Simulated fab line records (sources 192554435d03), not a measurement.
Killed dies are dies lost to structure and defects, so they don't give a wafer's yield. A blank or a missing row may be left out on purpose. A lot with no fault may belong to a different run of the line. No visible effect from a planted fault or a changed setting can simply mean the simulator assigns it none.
Which tool did it?	flow n5Finfet	39 wafers from 14 lots sampled at 6 of the route's 1938 steps

## WHAT EACH GAUGE READ, for each wafer
N5_BEOL_M3_THK_MEAS_01.
lot	measured	on	M3_ILD_THK (nm)
L232	day 7 12:19	filmMetro-02	78.9 79.1 79.3
L233	day 7 15:43	filmMetro-01	79.4 80.0 78.6
L235	day 8 05:02	filmMetro-02	80.3 79.4 81.1
L236	day 8 09:37	filmMetro-02	76.6 79.3 80.3
L237	day 8 16:43	filmMetro-01	78.0 79.1 80.7
L238	day 8 22:43	filmMetro-02	78.9 80.7 80.9
L239	day 9 04:04	filmMetro-02	76.5 76.4 78.9
L240	day 9 14:36	filmMetro-02	78.6 77.6
L242	day 9 16:10	filmMetro-01	81.0 78.0
L241	day 9 18:26	filmMetro-02	79.9 78.8 81.7
L243	day 10 13:59	filmMetro-02	78.7 77.8 80.4
L244	day 10 18:15	filmMetro-01	78.8 76.7 77.9
L249	day 11 07:17	filmMetro-01	76.9 37.4 78.7
L253	day 12 16:37	filmMetro-01	77.2 35.8

N5_BEOL_M4_RC_MEAS_101.
lot	measured	on	DIBL_N (mV/V)	DIBL_P (mV/V)	IOFF_N (nA/um)	IOFF_P (nA/um)	ION_N (uA/um)	ION_P (uA/um)	SS_N (mV/dec)	SS_P (mV/dec)	VT_N (mV)	VT_P (mV)
L232	day 8 14:59	prober-01	39.5 36.7 34.4	40 37 33	0.21 0.15 0.13	0.29 0.22 0.17	680 671 654	466 461 450	72.7 71.6 71.9	74.0 73.3 71.9	248 251 255	-246 -251 -253
L233	day 9 08:23	prober-02	35.7 37.7 34.8	35 36 34	0.16 0.19 0.14	0.22 0.22 0.18	671 677 656	464 461 455	71.8 72.6 71.9	72.9 73.0 72.3	249 251 253	-249 -249 -249
L235	day 9 08:38	prober-01	35.0 34.1 36.0	34 32 35	0.13 0.12 0.14	0.16 0.14 0.17	664 652 664	455 445 453	71.5 71.4 71.1	73.0 72.2 72.8	253 256 255	-251 -257 -255
L236	day 9 13:41	prober-02	40.3 35.2 36.3	37 35 36	0.26 0.13 0.14	0.19 0.16 0.17	659 654 655	447 445 441	74.5 70.6 71.5	73.1 73.0 72.5	250 253 252	-253 -254 -254
L237	day 9 18:23	prober-01	37.7 34.9 36.0	40 36 36	0.19 0.13 0.16	0.22 0.18 0.18	671 657 679	459 450 457	72.5 71.4 72.1	74.4 73.3 72.9	250 253 250	-251 -253 -254
L238	day 9 21:47	prober-02	36.1 33.4 36.5	34 31 36	0.14 0.11 0.15	0.20 0.16 0.22	674 656 677	464 453 474	72.4 71.2 72.2	72.6 71.6 73.4	252 256 253	-250 -252 -250
L239	day 10 16:02	prober-01	33.4 39.3 36.0	31 38 34	0.11 0.22 0.14	0.15 0.24 0.18	663 685 661	456 465 443	70.8 72.2 71.0	72.4 73.3 72.4	256 247 254	-254 -249 -253
L240	day 10 14:05	prober-01	39.7 34.1	37 32	0.20 0.10	0.19 0.13	670 651	449 446	73.0 71.8	74.5 72.7	251 259	-256 -258
L242	day 10 18:41	prober-01	35.6 37.2	36 38	0.17 0.22	0.20 0.23	678 698	462 465	72.4 71.5	73.2 74.4	250 244	-251 -250
L241	day 10 18:53	prober-02	37.4 37.3 38.5	35 39 39	0.20 0.17 0.20	0.18 0.22 0.22	679 670 672	453 455 449	72.4 71.4 73.4	73.6 74.0 74.6	248 251 250	-253 -252 -251
L243	day 11 14:18	prober-02	36.4 37.8 36.6	37 38 38	0.18 0.19 0.19	0.20 0.22 0.22	671 674 692	456 453 471	72.2 72.7 71.8	73.0 74.0 72.8	249 250 246	-252 -253 -251
L244	day 11 17:23	prober-01	36.5 35.9 35.7	37 36 37	0.16 0.17 0.17	0.22 0.22 0.23	682 676 678	466 465 473	73.1 71.8 71.9	73.8 73.9 73.6	251 247 250	-248 -249 -249
L249	day 12 16:34	prober-01	40.9 41.2	42 43	0.28 0.27	0.33 0.33	695 688	474 469	72.6 73.1	74.0 74.9	242 245	-243 -244
L253	day 13 21:47	prober-01	34.7	35	0.14	0.16	665	446	71.2	73.3	251	-255

## EACH LOT AND THE TOOL THAT RAN IT (in order: tool; ch and the chambers of the sampled wafers; start)
lot	N5_BEOL_M2_ANNEAL_87	N5_BEOL_M2_SPUTTER_92	N5_BEOL_M2_PRE_CLEAN_60	N5_BEOL_M3_ILD_DEP_00
L232	pvdSputter-01, day 7 10:02	pvdSputter-01, day 7 10:37	cvdCo-02 ch 0,1, day 7 11:56	pecvd-04 ch 0,2, day 7 12:15
L233	pvdSputter-01, day 7 13:29	pvdSputter-01, day 7 14:04	cvdCo-02 ch 0,2, day 7 15:21	pecvd-04 ch 0,1,2, day 7 15:38
L235	pvdSputter-03, day 8 02:50	pvdSputter-03, day 8 03:25	cvdCo-01 ch 0,1,2, day 8 04:40	pecvd-02 ch 0,1, day 8 04:58
L236	pvdSputter-02, day 8 07:22	pvdSputter-02, day 8 07:57	cvdCo-02 ch 1,2, day 8 09:13	pecvd-04 ch 0,1,2, day 8 09:34
L237	pvdSputter-01, day 8 14:13	pvdSputter-01, day 8 14:48	cvdCo-02 ch 1,2, day 8 16:18	pecvd-04 ch 0,1, day 8 16:38
L238	pvdSputter-02, day 8 20:31	pvdSputter-02, day 8 21:05	cvdCo-01 ch 0,1, day 8 22:21	pecvd-02 ch 0,1, day 8 22:38
L239	pvdSputter-03, day 9 01:49	pvdSputter-03, day 9 02:23	cvdCo-02 ch 0,1,2, day 9 03:43	pecvd-01 ch 0,1,2, day 9 03:59
L240	pvdSputter-01, day 9 12:20	pvdSputter-01, day 9 12:55	cvdCo-01 ch 0,1, day 9 14:14	pecvd-01 ch 0,2, day 9 14:33
L242	pvdSputter-02, day 9 13:40	pvdSputter-02, day 9 14:15	cvdCo-01 ch 0,2, day 9 15:49	pecvd-04 ch 0,2, day 9 16:06
L241	pvdSputter-01, day 9 16:14	pvdSputter-01, day 9 16:49	cvdCo-02 ch 0,2, day 9 18:05	pecvd-04 ch 1,2, day 9 18:22
L243	pvdSputter-01, day 10 11:42	pvdSputter-01, day 10 12:17	cvdCo-02 ch 0,1,2, day 10 13:38	pecvd-01 ch 1,2, day 10 13:55
L244	pvdSputter-02, day 10 15:59	pvdSputter-02, day 10 16:34	cvdCo-01 ch 1,2, day 10 17:53	pecvd-01 ch 1,2, day 10 18:11
L249	pvdSputter-03, day 11 05:04	pvdSputter-03, day 11 05:38	cvdCo-02 ch 0,1,2, day 11 06:54	pecvd-01 ch 1,2, day 11 07:13
L253	pvdSputter-01, day 12 14:25	pvdSputter-01, day 12 15:00	cvdCo-01 ch 0,1, day 12 16:16	pecvd-01 ch 0, day 12 16:34
- N5_BEOL_M2_ANNEAL_87: time 240 s.
- N5_BEOL_M2_SPUTTER_92: material Cu, target thk 4.5 nm, time 8.29 s.
- N5_BEOL_M2_PRE_CLEAN_60: time 15 s.
- N5_BEOL_M3_ILD_DEP_00: deposits SiOC from DEMS/O2, target thk 79 nm, time 15.3 s.

## WHAT THE TOOLS THEMSELVES READ (means of the sampled wafers that have a number; where no wafer has one, the mark that the record gives instead)
N5_BEOL_M2_ANNEAL_87.
lot	tool	heaterPowerW (W)
L232	pvdSputter-01	766
L233	pvdSputter-01	833
L235	pvdSputter-03	858
L236	pvdSputter-02	822
L237	pvdSputter-01	785
L238	pvdSputter-02	767
L239	pvdSputter-03	844
L240	pvdSputter-01	755
L242	pvdSputter-02	787
L241	pvdSputter-01	765
L243	pvdSputter-01	765
L244	pvdSputter-02	804
L249	pvdSputter-03	819
L253	pvdSputter-01	797

N5_BEOL_M2_SPUTTER_92.
lot	tool	chamberPressurePa (Pa)	chuckSensorTempC (C)	throttleValvePct (%)
L232	pvdSputter-01	0.06992	-16.0	30.0
L233	pvdSputter-01	0.07013	-15.9	30.8
L235	pvdSputter-03	0.07000	-16.6	30.3
L236	pvdSputter-02	0.06994	-16.8	30.1
L237	pvdSputter-01	0.06985	-15.9	29.7
L238	pvdSputter-02	0.07012	-16.4	28.7
L239	pvdSputter-03	0.06984	-16.6	30.4
L240	pvdSputter-01	0.06988	-16.0	30.9
L242	pvdSputter-02	0.06995	-16.6	30.2
L241	pvdSputter-01	0.07009	-15.9	30.1
L243	pvdSputter-01	0.07004	-16.0	30.2
L244	pvdSputter-02	0.06975	-16.5	29.9
L249	pvdSputter-03	0.07007	-16.3	30.1
L253	pvdSputter-01	0.07008	-16.0	29.8

N5_BEOL_M2_PRE_CLEAN_60.
lot	tool	heaterPowerOuterW (W)	heaterPowerW (W)
L232	cvdCo-02	17	83
L233	cvdCo-02	26	89
L235	cvdCo-01	18	82
L236	cvdCo-02	18	79
L237	cvdCo-02	23	86
L238	cvdCo-01	17	86
L239	cvdCo-02	20	85
L240	cvdCo-01	18	86
L242	cvdCo-01	18	80
L241	cvdCo-02	23	89
L243	cvdCo-02	20	86
L244	cvdCo-01	18	83
L249	cvdCo-02	20	85
L253	cvdCo-01	18	86

N5_BEOL_M3_ILD_DEP_00.
lot	tool	heaterPowerOuterW (W)	heaterPowerW (W)	showerheadPlenumPTorr (Torr)	throttleValvePct (%)
L232	pecvd-04	280	475	5.697	12.0
L233	pecvd-04	240	430	5.693	12.5
L235	pecvd-02	231	444	5.692	11.8
L236	pecvd-04	280	487	5.696	12.6
L237	pecvd-04	299	517	5.689	13.2
L238	pecvd-02	245	462	5.684	11.4
L239	pecvd-01	192	394	5.692	11.3
L240	pecvd-01	192	396	5.720	10.9
L242	pecvd-04	239	425	5.688	11.8
L241	pecvd-04	276	482	5.687	12.6
L243	pecvd-01	210	406	5.691	10.9
L244	pecvd-01	190	378	5.697	10.9
L249	pecvd-01	199	388	5.709	10.8
L253	pecvd-01	226	456	5.691	11.6

## THE ANSWER, worked out from the rows above alone
Rule: the usual values come from the lots themselves. The widest of any qualifying gaps counts: lots, ordered by their means at a reading, are off when they make up no more than a third of the lots, leave a main group of 4 or more, and stand apart from it by 3 or more times the standard deviation of that group's means. A main group is skipped when, at the precision printed for the reading in the tables above, its means are all equal. Also off: a lot with no number at a reading for which 4 or more lots have one. All remaining lots with rows at the step are treated as sound. The gauges are gone through in route order, then the tools' own readings, and for those a lot's mean is taken as printed above. At the first step where some lot is off, the reading lying furthest off is the one used; lots without a number count as furthest.
Off: L249, L253, at N5_BEOL_M3_THK_MEAS_01 (M3_ILD_THK). The main group: mean 79.1 nm, standard deviation 0.91.
If a tool, at a process step before that reading, ran all the lots that are off and no sound lot after the first of them, it fits. The gauges at N5_BEOL_M3_THK_MEAS_01 are tried like those tools. This does not decide it: 2 tools fit, namely pecvd-01 at N5_BEOL_M3_ILD_DEP_00 and filmMetro-01 at N5_BEOL_M3_THK_MEAS_01.

## WHAT THE SIMULATOR PUT IN
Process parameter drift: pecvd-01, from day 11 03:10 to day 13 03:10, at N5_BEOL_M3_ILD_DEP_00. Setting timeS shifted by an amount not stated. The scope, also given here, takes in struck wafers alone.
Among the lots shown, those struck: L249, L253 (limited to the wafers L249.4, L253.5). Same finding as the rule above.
